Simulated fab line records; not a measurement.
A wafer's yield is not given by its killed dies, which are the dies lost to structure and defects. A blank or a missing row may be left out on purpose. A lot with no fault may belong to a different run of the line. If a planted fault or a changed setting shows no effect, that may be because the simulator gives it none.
What tool caused it? ; flow nandHarc ; 42 wafers sampled from 14 lots at 1 step of a route of 1159

== WHAT THE GAUGES SHOWED, per wafer ==
NHARC_THIN_TSV_CD_MEAS_16.
lot;measured;on;cdNm (nm)
L974;day 19 00:56;cdSem-02;1002.0 1007.2 997.8
L978;day 19 07:42;cdSem-02;1000.2 999.5 1001.2
L973;day 19 10:04;cdSem-01;999.2 997.8 998.7
L975;day 19 11:26;cdSem-03;1003.7 1004.8 1006.1
L983;day 20 22:33;cdSem-02;1000.2 1000.4 1002.4
L981;day 20 23:54;cdSem-03;1002.9 1000.9 998.6
L980;day 21 05:46;cdSem-01;995.0 1001.2 998.4
L982;day 21 07:14;cdSem-02;1002.8 1000.7 997.8
L985;day 21 15:19;cdSem-02;997.5 994.3 1000.1
L988;day 21 16:29;cdSem-01;1002.0 998.8 1001.5
L986;day 21 22:19;cdSem-03;999.7 997.0 998.8
L984;day 21 23:19;cdSem-01;1000.1 1001.5 998.0
L987;day 22 13:14;cdSem-01;1002.9 1001.1 997.8
L996;day 25 04:10;cdSem-01;999.2 999.3 1001.8

== WHICH TOOL RAN EACH LOT (tool, then ch and the chambers of the sampled wafers, then the start) ==
There is no process step in the record ahead of these readings.

== WHAT THE TOOLS THEMSELVES READ (means of the sampled wafers that have a number; where no wafer has one, the mark that the record gives instead) ==
The record holds no such reading with a usual standard deviation.

== THE ANSWER, worked out from the rows above alone ==
Rule: the usual values come from the lots themselves. The widest of any qualifying gaps counts: lots, ordered by their means at a reading, are off when they make up no more than a third of the lots, leave a main group of 4 or more, and stand apart from it by 3 or more times the standard deviation of that group's means. A main group whose means are all the same, to the digits that the tables above print for the reading, isn't used. A lot without any number at a reading at which 4 lots or more have one is off too. All remaining lots with rows at the step are treated as sound. First the gauges in route order, then the tools' own readings, where a lot's mean is used as printed above. At the first step where some lot is off, the reading lying furthest off is the one used; lots without a number count as furthest.
Nothing can be told from this: no lot is off at any reading shown.

== WHAT THE SIMULATOR HAD PUT IN ==
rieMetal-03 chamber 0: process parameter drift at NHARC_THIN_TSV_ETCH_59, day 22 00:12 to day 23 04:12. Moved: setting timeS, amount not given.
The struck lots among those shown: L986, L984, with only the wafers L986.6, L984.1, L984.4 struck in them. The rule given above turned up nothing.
